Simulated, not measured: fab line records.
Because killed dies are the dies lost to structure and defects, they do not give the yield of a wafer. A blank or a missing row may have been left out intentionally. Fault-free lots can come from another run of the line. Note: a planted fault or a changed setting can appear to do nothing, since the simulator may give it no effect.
A struck lot beside a sound one | flow nand harc | 26 steps out of a route of 1302
Sound: wafers L397.2, L397.3, L397.4. Struck: wafers L411.1, L411.4, L411.6. Last of all comes the cause.
Each step with rows lists, per side, the tool, then ch with its chambers, then its first start. Under that, the readings that differ: sound wafers | struck wafers | difference of the means | sigmas: that difference in standard deviations of wafers without a fault.
alike: a reading whose means differ by less than 2 such deviations, as well as words and numbers matching on both sides. not compared: withheld readings; readings where some wafer has no value; bounds like >300 that might hide an equal value; numbers whose values overlap and for which the record gives no deviation.
A row with sigmas, a row that says differs or no value, or rows on one side alone: a step with any of these is where the two part. Non-overlapping numbers with no deviation appear without sigmas and do not part them. A reading that every wafer of one side lacks parts them only if that side has two wafers or more.

first, 12 steps without rows for these wafers: NHARC_P_STI_ETCH_26 (etches SiO2 in dHF, target depth 11 nm); NHARC_P_STI_PRECLEAN_27 (cleans in SC1); NHARC_P_STI_SRD_28; NHARC_P_STI_OXIDE_29 (material SiO2, target thk 10 nm, ox time 1362 s); NHARC_P_STI_HM_DEP_30 (deposits Si3N4, target thk 80 nm, time 873 s); NHARC_P_STI_DEHYDRATE_01 (time 120 s); NHARC_P_STI_HMDS_02 (time 30 s); NHARC_P_STI_COAT_41 (time 65 s); NHARC_P_STI_COAT_03 (resist thk 600 nm); NHARC_P_STI_SOFTBAKE_04 (time 70 s); NHARC_P_STI_EBR_05; NHARC_P_STI_EXPOSE_06 (exposes mask P STI, target cd 200 nm).
NHARC_P_STI_PEB_07: peb time 80 s.
  sound on litho track-03 ch 0, day 4 03:19; struck on litho track-03 ch 0, day 9 21:16
  reading                  | sound                | struck               | difference | sigmas
  heater power total W (W) | 188.8 190.8 190.7    | 185.0 187.0 185.9    | -4.1       | -5
  plate temp C (C)         | 127.70 127.82 127.88 | 126.08 126.24 126.08 | -1.67      | -13
then, 1 step without rows for these wafers: NHARC_P_STI_DEVELOP_08 (time 50 s).
NHARC_P_STI_CD_MEAS_09: target cd 200 nm.
  sound on cd sem-02 ch 0, day 4 03:23; struck on cd sem-02 ch 0, day 9 21:20
  reading    | sound             | struck            | difference | sigmas
  cd nm (nm) | 200.5 198.3 199.6 | 183.9 181.9 181.9 | -16.9      | -8
NHARC_P_STI_OVL_MEAS_10:
  sound on overlay-02 at day 4 03:29; struck on overlay-02 at day 9 21:26
  alike: overlay x nm, overlay y nm
NHARC_P_STI_INSPECT_11:
  sound on defect inspect-02 at day 4 03:31; struck on defect inspect-02 at day 9 21:28
  alike: raw defect count
then, 1 step without rows for these wafers: NHARC_P_STI_HARDBAKE_13 (time 65 s).
NHARC_P_STI_DESCUM_14: chemistry O2, time 3 s.
  sound on rie diel-10 ch 0,1,3, day 4 03:39; struck on rie diel-10 ch 1,3, day 9 21:37
  reading                | sound           | struck            | difference | sigmas
  model.P_STI.cd nm (nm) | 200.9 199 199.9 | 184.3 182.3 182.4 | -16.9      |
  alike: drypump motor current A, oes product au, rf vpp V, showerhead plenum p Torr, throttle valve pct
  not compared: rf hours counter h
NHARC_P_STI_ETCH_42: etches the open film in N2/H2, target depth 80 nm, overetch 24 nm, time 61 s.
  sound on rie diel-10 ch 0,1,2, day 4 03:44; struck on rie diel-10 ch 0,3, day 9 21:43
  alike: drypump motor current A, oes product au, rf vpp V, showerhead plenum p Torr, throttle valve pct
  not compared: rf hours counter h
NHARC_P_STI_ETCH_31: etches the open film in CF4/CHF3, target depth 108.9 nm, time 54.5 s.
  sound: rie diel-10 ch 0,1,3; struck: rie diel-10 ch 0,3
  alike: cf4 flow sccm, drypump motor current A, oes product au, rf vpp V, showerhead plenum p Torr, throttle valve pct
  not compared: rf hours counter h
NHARC_P_STI_ETCH_15: etches the open film in HBr/Cl2, target depth 300 nm, time 100.1 s.
  sound on rie si-02 ch 0,2,3, day 4 03:57; struck on rie si-01 ch 0,1,3, day 9 21:55
  reading                | sound             | struck            | difference | sigmas
  model.P_STI.cd nm (nm) | 200.3 198.5 200.1 | 182.9 181.3 182.4 | -17.4      |
  alike: drypump motor current A, oes product au, throttle valve pct
  not compared: rf hours counter h
NHARC_P_STI_CD_MEAS_16:
  sound on cd sem-01 at day 4 04:06; struck on cd sem-01 at day 9 22:05
  reading    | sound             | struck            | difference | sigmas
  cd nm (nm) | 200.2 198.3 199.9 | 183.0 180.9 182.6 | -17.3      | -7
NHARC_P_STI_OCD_MEAS_17:
  sound on ocd-02 at day 4 04:11; struck on ocd-02 at day 9 22:10
  reading                | sound             | struck            | difference | sigmas
  trench foot cd nm (nm) | 157.9 156.0 156.6 | 140.9 139.9 139.9 | -16.6      | -8
  alike: trench depth nm
then, 1 step without rows for these wafers: NHARC_P_STI_STRIP_19 (strips in SPM, time 900 s).
NHARC_END_SORT_01:
  the record has rows for the sound wafers here (prober-01 ch 0, day 25 16:11) and none for the struck ones

## WHERE THEY PART
Last at NHARC_END_SORT_01 as far as this record goes, first at NHARC_P_STI_PEB_07.

WHY: what had been put in by the simulator
Drift in process parameters on litho track-03 at NHARC_P_STI_PEB_07, starting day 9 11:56. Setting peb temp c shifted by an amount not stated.
